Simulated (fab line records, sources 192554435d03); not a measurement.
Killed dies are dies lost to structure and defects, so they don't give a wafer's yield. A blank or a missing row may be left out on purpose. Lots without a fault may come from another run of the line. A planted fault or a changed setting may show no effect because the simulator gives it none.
fab line records | flow n5_finfet | part 1 of 2: steps 1 to 3 of 6
record lots=20 wafers=60 last_day=17
route steps=1938 shown BEOL_M2@879
lots that met no fault: from a run of the same line without faults
start_h: hours from the record's first day to the start of the lot's first wafer shown | wait_h: hours since the lot's step before | " the same as in the row above | L1.1+2: a row that stands for several wafers | - no value, or no start given | * or withheld: withheld | < > ~ a bound
route shown NAME@n: a module of which the file shows steps, and the number in the route of the first | usual: mean/standard deviation of fault-free wafers | same: alike in all rows | chamber/n: place in a boat | sites: the reading at each site | _std_site: their standard deviation | _edge_site: outer sites' mean less inner sites' | radius_mm: how far each site lies from the wafer's centre | mask NAME#n: copy n | behind: the tool/chamber that last shaped the wafer | hold: why the lot was held/for how many hours/how that ended | device: the transistor (n, p or np) that didn't switch | end of line: the same wafers' tests at the end of the route | a step without rows: its recipe alone | killed: dies lost to structure and defects at the first sort, not the wafer's yield | map: a wafer's dies, x killed, . not, _ none there
set.NAME: the setting as run; set.NAME@STEP: as run at that earlier step | model.NAME: the simulator's own value behind a step, which no gauge read
steps of the route over a sample of lots; a table a step, a row a wafer
services: from which hour (start_h, from the record's first day; less than 0 if before it) a tool's chamber was out of use, for how many hours, and why
## steps
# step N5_BEOL_M2_DESCUM_33
# recipe chemistry=O2 time_s=7 source_power_w=50 bias_power_w=20 pressure_mtorr=20 rf_frequency_hz=2.712e+07 temp_c=40 resist=CAR-EUV o2_flow_sccm=225
# usual drypump_motor_current_A=5.5/0.44 o2_flow_sccm=225.0/0.74 oes_product_au=0.81/0.092 rf_fwd_power_W=49.41/0.2 rf_vpp_V=243.3/1.6 showerhead_plenum_p_Torr=2.12/0.083 throttle_valve_pct=20.48/0.28
# columns lot.wafer tool chamber start_h wait_h drypump_motor_current_A o2_flow_sccm oes_product_au rf_fwd_power_W rf_hours_counter_h rf_vpp_V showerhead_plenum_p_Torr throttle_valve_pct
L074.1 rie_diel-03 1 132.67 0.0 5.1 225.3 0.69 49.14 242 241.8 1.95 20.44
L074.5 " 2 " " 6.0 226.6 0.92 49.44 - 245.2 2.23 20.18
L074.6 " 1 " " 5.0 224.9 0.69 49.13 - 241.6 1.95 20.44
L075.3 rie_diel-05 2 138.34 0.0 5.7 224.8 0.68 49.55 217 241.6 2.07 20.65
L075.4 " 0 " " 4.7 224.8 0.90 49.56 26 244.9 2.14 20.14
L075.6 " 0 " " 4.7 225.1 0.90 49.57 - 244.2 2.14 20.12
L076.1 rie_diel-03 3 147.43 0.4 5.4 225.6 0.80 49.26 73 245.5 2.21 20.37
L076.3 " 2 " " 6.0 224.2 0.91 49.72 26 245.9 2.23 20.16
L076.5 " 1 " " 5.0 226.1 0.69 49.10 - 240.3 1.95 20.46
L077.1 rie_diel-01 1 154.60 0.0 5.0 225.4 0.70 49.50 211 245.6 2.16 20.84
L077.4 " 3 " " 5.6 223.6 0.79 49.06 - 244.3 2.12 20.24
L077.5 " 2 " " 5.9 224.5 0.69 49.34 - 239.8 2.01 21.16
L078.1 rie_diel-05 0 156.87 0.1 4.7 225.7 0.89 49.67 33 241.4 2.14 20.14
L078.3 " 1 " " 5.6 225.7 0.79 49.33 109 240.9 2.05 20.69
L078.5 " 1 " " 5.6 225.6 0.79 49.13 - 243.3 2.05 20.68
L079.2 rie_diel-01 3 163.26 0.0 5.6 224.7 0.78 49.54 102 244.5 2.12 20.24
L079.3 " 0 " " 5.8 224.0 0.98 49.13 1 244.4 2.15 20.43
L079.6 " 0 " " 5.8 224.6 0.98 49.33 - 243.1 2.15 20.43
L080.3 rie_diel-05 0 173.22 0.0 4.7 225.7 0.88 49.74 38 244.4 2.14 20.16
L080.5 " 1 " " 5.6 225.7 0.79 49.41 - 241.3 2.05 20.69
L080.6 " 0 " " 4.7 225.8 0.89 49.45 - 241.9 2.14 20.15
L083.1 rie_diel-05 1 186.80 0.0 5.6 225.0 0.78 49.33 119 242.7 2.05 20.70
L083.2 " 3 " " 6.3 226.0 0.90 49.12 26 242.6 2.07 20.05
L083.3 " 0 " " 4.8 224.9 0.86 49.43 43 243.1 2.14 20.17
L082.1 rie_diel-01 0 187.04 0.0 5.8 225.7 0.94 49.68 13 245.1 2.15 20.43
L082.4 " 1 " " 5.0 225.6 0.67 49.45 227 243.3 2.16 20.88
L082.5 " 1 " " 5.0 226.7 0.68 49.50 - 244.2 2.16 20.85
L084.2 rie_diel-05 2 212.92 0.0 5.7 224.9 0.66 49.65 242 242.7 2.06 20.69
L084.4 " 1 " " 5.6 225.7 0.77 49.29 127 242.6 2.04 20.71
L084.5 " 0 " " 4.7 223.8 0.85 49.60 - 244.2 2.13 20.16
L085.1 rie_diel-05 1 217.80 0.0 5.6 224.4 0.77 49.30 129 240.2 2.04 20.72
L085.3 " 0 " " 4.7 223.7 0.85 49.62 54 243.4 2.13 20.17
L085.6 " 1 " " 5.6 223.9 0.77 49.19 - 241.7 2.04 20.73
L086.1 rie_diel-03 2 221.01 0.0 6.0 226.2 0.87 49.32 52 244.6 2.22 20.20
L086.3 " 3 " " 5.4 225.1 0.78 49.29 100 244.1 2.20 20.42
L086.4 " 0 " " 5.5 226.6 0.72 49.46 197 240.4 1.98 20.85
L087.1 rie_diel-05 3 222.90 0.2 6.3 225.4 0.88 49.52 39 241.6 2.07 20.05
L087.2 " 0 " " 4.7 224.4 0.84 49.40 56 245.1 2.13 20.18
L087.5 " 3 " " 6.3 225.2 0.87 49.40 - 242.1 2.07 20.06
L088.3 rie_diel-05 0 223.01 0.3 4.7 224.9 0.84 49.52 56 243.5 2.13 20.19
L088.4 " 3 " " 6.3 224.0 0.89 49.51 39 244.1 2.07 20.05
L088.5 " 3 " " 6.3 223.3 0.88 49.64 - 241.7 2.07 20.04
L090.2 rie_diel-03 2 230.48 0.0 6.0 225.2 0.86 49.51 56 244.7 2.22 20.20
L090.5 " 0 " " 5.5 224.8 0.72 49.60 - 241.9 1.98 20.86
L090.6 " 3 " " 5.4 223.5 0.78 49.67 - 245.1 2.20 20.42
L092.1 rie_diel-05 2 244.34 0.1 5.7 226.3 0.65 49.65 254 243.2 2.06 20.69
L092.2 " 3 " " 6.3 224.8 0.86 49.36 46 242.8 2.07 20.07
L092.5 " 1 " " 5.5 225.4 0.77 49.39 - 241.4 2.04 20.73
L093.3 rie_diel-01 0 248.91 0.0 5.8 225.0 0.90 49.40 33 242.3 2.14 20.48
L093.4 " 1 " " 5.0 224.3 0.66 49.60 248 245.1 2.15 20.89
L093.6 " 0 " " 5.8 225.5 0.88 49.46 - 244.1 2.14 20.48
L094.3 rie_diel-01 0 259.07 0.0 5.8 224.6 0.88 49.29 38 243.4 2.14 20.48
L094.4 " 2 " " 5.9 224.8 0.91 49.31 - 247.1 2.27 20.73
L094.5 " 3 " " 5.6 225.5 0.75 49.29 - 241.6 2.11 20.30
L095.1 rie_diel-01 3 259.29 0.0 5.6 224.5 0.74 49.34 138 243.0 2.11 20.32
L095.4 " 2 " " 5.9 225.3 0.92 49.14 - 245.9 2.27 20.71
L095.6 " 0 " " 5.8 224.8 0.88 49.35 - 245.4 2.14 20.49
L097.1 rie_diel-03 2 285.89 0.5 6.0 224.1 0.83 49.48 77 244.7 2.21 20.25
L097.3 " 1 " " 5.1 225.9 0.87 49.16 35 245.4 2.20 20.19
L097.6 " 3 " " 5.4 224.9 0.77 49.17 - 244.1 2.19 20.46
# step N5_BEOL_M2_ETCHBACK_99
# recipe chemistry=CHF3 target=SiO2 target_depth_a=50 time_s=10.4 source_w=215 bias_w=47 Ar_flow_sccm=200 CHF3_flow_sccm=12 ion_energy_ev=100 pressure_mtorr=30
# usual CHF3_flow_sccm=12.00/0.039 drypump_motor_current_A=5.5/0.41 oes_product_au=0.81/0.091 rf_fwd_power_W=212.5/0.85 rf_vpp_V=242/7.3 showerhead_plenum_p_Torr=2.20/0.089 throttle_valve_pct=17.11/0.26
# columns lot.wafer tool chamber start_h wait_h CHF3_flow_sccm drypump_motor_current_A oes_product_au rf_fwd_power_W rf_hours_counter_h rf_vpp_V showerhead_plenum_p_Torr throttle_valve_pct
L074.1 rie_diel-01 2 135.89 2.9 12.07 5.9 0.69 212.7 245 234 2.04 17.58
L074.5 " 2 " " 12.00 5.9 0.69 212.3 - 233 2.04 17.56
L074.6 " 3 " " 12.00 5.6 0.80 211.7 - 244 2.18 16.83
L075.3 rie_diel-05 0 138.62 0.1 11.97 4.7 0.90 213.2 26 235 2.21 16.83
L075.4 " 1 " " 11.99 5.6 0.81 212.2 102 254 2.07 17.03
L075.6 " 1 " " 11.94 5.6 0.81 212.5 - 253 2.07 17.04
L076.1 rie_diel-01 1 153.21 4.8 11.99 5.0 0.70 212.8 211 230 2.22 17.43
L076.3 " 2 " " 12.00 5.9 0.69 212.5 252 234 2.04 17.58
L076.5 " 3 " " 11.99 5.6 0.79 212.1 - 244 2.18 16.84
L077.1 rie_diel-01 1 156.42 1.6 11.95 5.0 0.69 211.6 212 230 2.22 17.43
L077.4 " 1 " " 11.97 5.0 0.69 212.7 - 231 2.22 17.44
L077.5 " 2 " " 12.03 5.9 0.68 212.3 - 233 2.04 17.58
L078.1 rie_diel-03 3 162.00 4.7 11.93 5.4 0.81 211.9 78 252 2.27 17.01
L078.3 " 2 " " 12.01 6.0 0.93 212.1 31 249 2.30 16.82
L078.5 " 0 " " 11.98 5.5 0.73 212.9 - 239 2.07 17.52
L079.2 rie_diel-05 1 164.66 0.1 11.95 5.6 0.79 212.9 111 254 2.07 17.04
L079.3 " 0 " " 12.04 4.7 0.87 213.1 35 235 2.21 16.83
L079.6 " 0 " " 11.98 4.7 0.88 213.4 - 235 2.21 16.82
L080.3 rie_diel-03 0 179.94 6.5 12.00 5.5 0.72 213.1 183 240 2.06 17.56
L080.5 " 0 " " 12.02 5.5 0.72 213.9 - 240 2.06 17.55
L080.6 " 2 " " 12.01 6.0 0.90 213.4 - 246 2.30 16.85
L083.1 rie_diel-01 0 193.27 6.1 12.02 5.8 0.92 212.5 15 239 2.22 17.09
L083.2 " 1 " " 11.95 5.0 0.67 213.0 229 229 2.22 17.45
L083.3 " 3 " " 12.02 5.6 0.77 213.8 115 245 2.17 16.87
L082.1 rie_diel-03 3 207.23 19.5 12.06 5.4 0.79 212.0 95 252 2.26 17.04
L082.4 " 0 " " 11.94 5.5 0.71 213.3 192 239 2.06 17.57
L082.5 " 2 " " 12.08 6.0 0.89 212.8 - 247 2.29 16.86
L084.2 rie_diel-03 3 218.89 4.8 11.98 5.4 0.78 212.9 99 251 2.26 17.04
L084.4 " 0 " " 11.92 5.5 0.70 212.4 196 238 2.06 17.58
L084.5 " 2 " " 11.96 6.0 0.88 212.7 - 247 2.29 16.87
L085.1 rie_diel-05 3 224.29 6.3 12.01 6.3 0.88 213.1 39 248 2.14 16.75
L085.3 " 1 " " 12.00 5.6 0.77 212.0 131 254 2.06 17.10
L085.6 " 2 " " 12.06 5.7 0.66 214.4 - 231 2.09 17.19
L086.1 rie_diel-03 1 224.40 3.2 11.95 5.0 0.92 211.4 14 244 2.30 16.98
L086.3 " 0 " " 11.95 5.5 0.71 212.1 198 238 2.06 17.57
L086.4 " 3 " " 11.97 5.4 0.78 212.7 101 250 2.26 17.05
L087.1 rie_diel-03 3 224.78 1.7 12.02 5.4 0.78 212.6 101 249 2.26 17.05
L087.2 " 0 " " 12.08 5.5 0.71 212.9 198 238 2.06 17.59
L087.5 " 1 " " 12.02 5.0 0.93 211.6 - 245 2.30 16.99
L088.3 rie_diel-01 0 230.78 7.6 12.00 5.8 0.90 212.4 27 237 2.21 17.11
L088.4 " 2 " " 11.98 5.9 0.94 213.0 16 238 2.30 17.08
L088.5 " 1 " " 11.97 5.0 0.67 212.8 - 229 2.21 17.48
L090.2 rie_diel-03 2 235.68 5.0 12.07 6.0 0.87 211.8 58 246 2.29 16.89
L090.5 " 3 " " 11.95 5.4 0.78 211.6 - 251 2.26 17.05
L090.6 " 2 " " 12.04 6.0 0.87 211.3 - 248 2.29 16.90
L092.1 rie_diel-01 1 247.61 3.1 11.95 5.0 0.67 212.2 247 230 2.21 17.47
L092.2 " 0 " " 12.05 5.8 0.88 211.9 33 238 2.21 17.12
L092.5 " 3 " " 12.00 5.6 0.75 211.2 - 245 2.16 16.91
L093.3 rie_diel-05 0 254.12 5.0 12.03 4.7 0.83 213.4 67 234 2.20 16.88
L093.4 " 0 " " 11.99 4.7 0.83 212.4 - 235 2.20 16.89
L093.6 " 3 " " 12.02 6.3 0.86 212.5 - 248 2.13 16.76
L094.3 rie_diel-01 0 272.87 13.6 12.01 5.8 0.87 212.7 43 238 2.21 17.12
L094.4 " 3 " " 12.02 5.6 0.75 211.1 - 244 2.16 16.95
L094.5 " 2 " " 12.03 5.9 0.91 212.6 - 236 2.29 17.13
L095.1 rie_diel-05 1 279.92 20.4 12.03 5.6 0.75 212.5 152 255 2.05 17.14
L095.4 " 0 " " 12.00 4.7 0.82 214.3 - 235 2.19 16.91
L095.6 " 1 " " 12.04 5.6 0.75 212.7 - 253 2.05 17.12
L097.1 rie_diel-03 0 286.73 0.6 11.98 5.5 0.69 211.9 221 239 2.05 17.59
L097.3 " 3 " " 11.97 5.4 0.77 211.9 122 251 2.25 17.08
L097.6 " 3 " " 11.94 5.4 0.77 212.0 - 251 2.25 17.07
# step N5_BEOL_M2_VIA_ETCH_34
# recipe chemistry=C4F6/O2 target_depth_a=694 mask_material=SOC pressure_mtorr=15 ion_energy_ev=250 taper_deg=4 time_s=65.9 source_w=350 bias_w=170 Ar_flow_sccm=300 C4F6_flow_sccm=10 O2_flow_sccm=10
# usual drypump_motor_current_A=5.6/0.41 oes_product_au=0.81/0.091 rf_fwd_power_W=347.0/1.3 rf_vpp_V=668/20 showerhead_plenum_p_Torr=2.90/0.11 throttle_valve_pct=30.9/0.35
# columns lot.wafer tool chamber start_h wait_h drypump_motor_current_A oes_product_au rf_fwd_power_W rf_hours_counter_h rf_vpp_V showerhead_plenum_p_Torr throttle_valve_pct
L074.1 rie_diel-01 2 136.04 0.0 5.9 0.70 347.9 245 647 2.70 31.2
L074.5 " 2 " " 5.9 0.68 349.2 - 646 2.70 31.3
L074.6 " 3 " " 5.6 0.80 347.4 - 675 2.87 30.5
L075.3 rie_diel-05 0 138.76 0.0 4.7 0.89 347.6 26 651 2.92 30.5
L075.4 " 1 " " 5.6 0.81 347.7 102 703 2.74 30.6
L075.6 " 1 " " 5.6 0.81 347.1 - 702 2.74 30.6
L076.1 rie_diel-01 1 153.35 0.0 5.0 0.69 348.0 211 636 2.93 31.4
L076.3 " 2 " " 5.9 0.69 347.6 252 647 2.69 31.2
L076.5 " 3 " " 5.6 0.78 345.9 - 675 2.87 30.5
L077.1 rie_diel-01 1 156.57 0.0 5.0 0.69 347.1 213 636 2.93 31.4
L077.4 " 1 " " 5.0 0.69 348.3 - 637 2.93 31.4
L077.5 " 2 " " 5.9 0.68 346.4 - 647 2.69 31.3
L078.1 rie_diel-03 3 162.14 0.0 5.4 0.80 345.4 79 695 2.99 30.8
L078.3 " 2 " " 6.0 0.91 348.3 31 685 3.03 30.7
L078.5 " 0 " " 5.5 0.73 347.4 - 661 2.73 31.5
L079.2 rie_diel-05 1 164.80 0.0 5.5 0.79 345.4 111 703 2.73 30.6
L079.3 " 0 " " 4.7 0.88 347.0 35 650 2.91 30.5
L079.6 " 0 " " 4.7 0.88 346.1 - 650 2.91 30.5
L080.3 rie_diel-03 0 180.08 0.0 5.5 0.71 347.4 183 661 2.73 31.5
L080.5 " 0 " " 5.5 0.71 348.3 - 660 2.73 31.5
L080.6 " 2 " " 6.0 0.90 347.3 - 684 3.03 30.7
L083.1 rie_diel-01 0 193.41 0.0 5.8 0.92 347.0 15 658 2.92 31.0
L083.2 " 1 " " 5.0 0.68 345.9 229 635 2.92 31.4
L083.3 " 3 " " 5.6 0.77 346.9 115 675 2.86 30.5
L082.1 rie_diel-03 3 207.38 0.0 5.4 0.79 347.1 95 693 2.99 30.8
L082.4 " 0 " " 5.5 0.71 348.2 193 660 2.72 31.5
L082.5 " 2 " " 6.0 0.89 347.2 - 684 3.02 30.7
L084.2 rie_diel-03 3 219.03 0.0 5.4 0.78 345.5 99 693 2.98 30.8
L084.4 " 0 " " 5.5 0.71 346.0 196 660 2.72 31.5
L084.5 " 2 " " 6.0 0.88 348.4 - 684 3.02 30.7
L085.1 rie_diel-05 3 224.43 0.0 6.3 0.89 347.5 39 685 2.82 30.5
L085.3 " 1 " " 5.6 0.78 345.9 131 701 2.73 30.7
L085.6 " 2 " " 5.8 0.66 346.9 - 639 2.76 30.5
L086.1 rie_diel-03 1 224.54 0.0 5.0 0.91 345.7 14 678 3.03 30.8
L086.3 " 0 " " 5.5 0.71 348.2 198 659 2.72 31.5
L086.4 " 3 " " 5.4 0.78 344.9 101 693 2.98 30.8
L087.1 rie_diel-03 3 224.92 0.0 5.4 0.79 346.7 101 692 2.98 30.8
L087.2 " 0 " " 5.5 0.71 346.3 198 660 2.72 31.5
L087.5 " 1 " " 5.0 0.93 345.2 - 678 3.03 30.8
L088.3 rie_diel-01 0 230.92 0.0 5.8 0.89 345.0 27 657 2.92 31.0
L088.4 " 2 " " 5.9 0.94 348.3 16 657 3.03 30.8
L088.5 " 1 " " 5.0 0.68 347.9 - 636 2.92 31.4
L090.2 rie_diel-03 2 235.83 0.0 6.0 0.88 348.1 58 685 3.02 30.7
L090.5 " 3 " " 5.4 0.78 347.4 - 694 2.98 30.8
L090.6 " 2 " " 6.0 0.87 347.9 - 684 3.02 30.7
L092.1 rie_diel-01 1 247.75 0.0 5.0 0.66 348.5 247 635 2.92 31.4
L092.2 " 0 " " 5.8 0.88 345.3 33 656 2.91 31.0
L092.5 " 3 " " 5.6 0.76 344.3 - 674 2.86 30.5
L093.3 rie_diel-05 0 254.27 0.0 4.7 0.83 349.1 67 649 2.90 30.6
L093.4 " 0 " " 4.7 0.83 349.8 - 648 2.90 30.6
L093.6 " 3 " " 6.3 0.86 347.3 - 685 2.81 30.5
L094.3 rie_diel-01 0 273.02 0.0 5.8 0.87 346.3 43 656 2.91 31.1
L094.4 " 3 " " 5.6 0.75 346.8 - 676 2.85 30.5
L094.5 " 2 " " 5.9 0.90 347.8 - 656 3.02 30.8
L095.1 rie_diel-05 1 280.06 0.0 5.6 0.77 348.9 153 699 2.72 30.7
L095.4 " 0 " " 4.7 0.82 350.3 - 649 2.89 30.6
L095.6 " 1 " " 5.6 0.76 349.2 - 700 2.72 30.7
L097.1 rie_diel-03 0 286.87 0.0 5.5 0.69 348.3 221 659 2.71 31.6
L097.3 " 3 " " 5.4 0.75 345.3 122 692 2.97 30.9
L097.6 " 3 " " 5.4 0.76 346.8 - 695 2.97 30.8
